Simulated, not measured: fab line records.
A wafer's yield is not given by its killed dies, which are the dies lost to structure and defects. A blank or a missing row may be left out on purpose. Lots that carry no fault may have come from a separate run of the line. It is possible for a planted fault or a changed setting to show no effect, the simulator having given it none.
One fault seen from 3 desks ; flow n5Finfet ; each desk has only its own numbers; what lay behind them comes last

## FROM THE METROLOGY DESK
What the gauges read, lot by lot, whatever tool the lot ran on: means of the sampled wafers that have a number. Marked OUT: a lot whose mean sits more than 4 standard deviations from the usual mean, which makes it out of limits; the brackets give that distance. Only the readings that lie furthest out on some lot appear, 7 of the 10 it has.
Columns: A = DIBL_N at N5_BEOL_M4_RC_MEAS_101, usual 35.9 mV/V; B = DIBL_P at N5_BEOL_M4_RC_MEAS_101, usual 35.9 mV/V; C = IOFF_P at N5_BEOL_M4_RC_MEAS_101, usual 0.205 nA/um; D = ION_P at N5_BEOL_M4_RC_MEAS_101, usual 463 uA/um; E = SS_N at N5_BEOL_M4_RC_MEAS_101, usual 71.4 mV/dec; F = SS_P at N5_BEOL_M4_RC_MEAS_101, usual 73.1 mV/dec; G = VT_P at N5_BEOL_M4_RC_MEAS_101, usual -250.2 mV
lot;first seen here;A;B;C;D;E;F;G
L450;day 7 11:56;36.3;36.7;0.219;466;71.1;73.5;-249.4
L454;day 9 05:26;36.7;38.2;0.211;462;71.7;73.3;-251.7
L457;day 9 13:36;35.8;36.5;0.236;471;71.7;72.7;-246.4
L459;day 10 09:53;35.4;34.6;0.196;459;70.5;73.1;-251.8
L463;day 10 19:54;36.5;35.9;0.235;469;72.0;73.0;-247.2
L467;day 12 08:43;36.9;36.3;0.232;471;71.0;73.2;-246.5
L473;day 13 10:26;38.1;37.4;0.217;462;71.6;73.8;-250.7
L470;day 13 14:47;34.1;34.9;0.181;459;71.3;72.4;-251.7
L472;day 14 02:27;35.3;34.0;0.186;466;71.1;72.9;-249.9
Result from this desk: across the 9 lots, nothing is out of limits.

## THE DEFECT DESK
Counts from the inspections along the route, per lot, as means over the sampled wafers that have a number. Marked OUT: a lot whose mean sits more than 4 standard deviations from the usual mean, which makes it out of limits; the brackets give that distance.
Columns: A = rawDefectCount at N5_BEOL_M4_INSPECT_30, usual 466
lot;first seen here;A
L450;day 7 05:06;405
L454;day 8 19:40;456
L457;day 9 06:25;476
L459;day 10 04:46;575
L463;day 10 13:20;461
L467;day 11 22:34;559
L473;day 13 04:02;342
L470;day 13 06:12;565
L472;day 13 12:40;359
Result from this desk: across the 9 lots, nothing is out of limits.

## THE TOOL OWNER'S DESK: wetBench-05
The tool's own readings at N5_BEOL_M4_HM_STRIP_39 (strips TiN in peroxide tin strip, target depth 25 nm, time 158 s): means of the sampled wafers that have a number, for each lot that ran on this tool. Marked OUT: a lot whose mean sits more than 4 standard deviations from the usual mean, which makes it out of limits; the brackets give that distance.
Columns: A = runLengthS at N5_BEOL_M4_HM_STRIP_39, usual 164.8 s
lot;first seen here;A
L450;day 7 06:33;163.4
L459;day 10 05:49;97.3 (-25) OUT
L463;day 10 15:53;98.0 (-25) OUT
L470;day 13 10:59;163.9
L472;day 13 20:30;162.7
This desk finds L459, L463 out of limits, L459 being first, at day 10 05:49 (runLengthS at N5_BEOL_M4_HM_STRIP_39). L450, L470, L472 stayed within limits.

## PUT TOGETHER
The tool owner's desk had the chance to raise an alarm at day 10 05:49 on L459, L463.
The metrology desk saw nothing out of limits.
Nothing out of limits was seen by the defect desk.
The metrology desk has L459, L463 on record, within its limits.
The defect desk has L459, L463 on record, within its limits.
N5_BEOL_M4_HM_STRIP_39 was run on wetBench-05 by each of the lots named.

## WHAT HAD BEEN PUT IN BY THE SIMULATOR
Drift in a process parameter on wetBench-05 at N5_BEOL_M4_HM_STRIP_39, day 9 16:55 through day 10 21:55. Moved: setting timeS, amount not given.
Lots struck among those shown: L459, L463.
Time in hours from fault onset to the first out-of-limits reading at each desk: the tool owner's desk, 13.
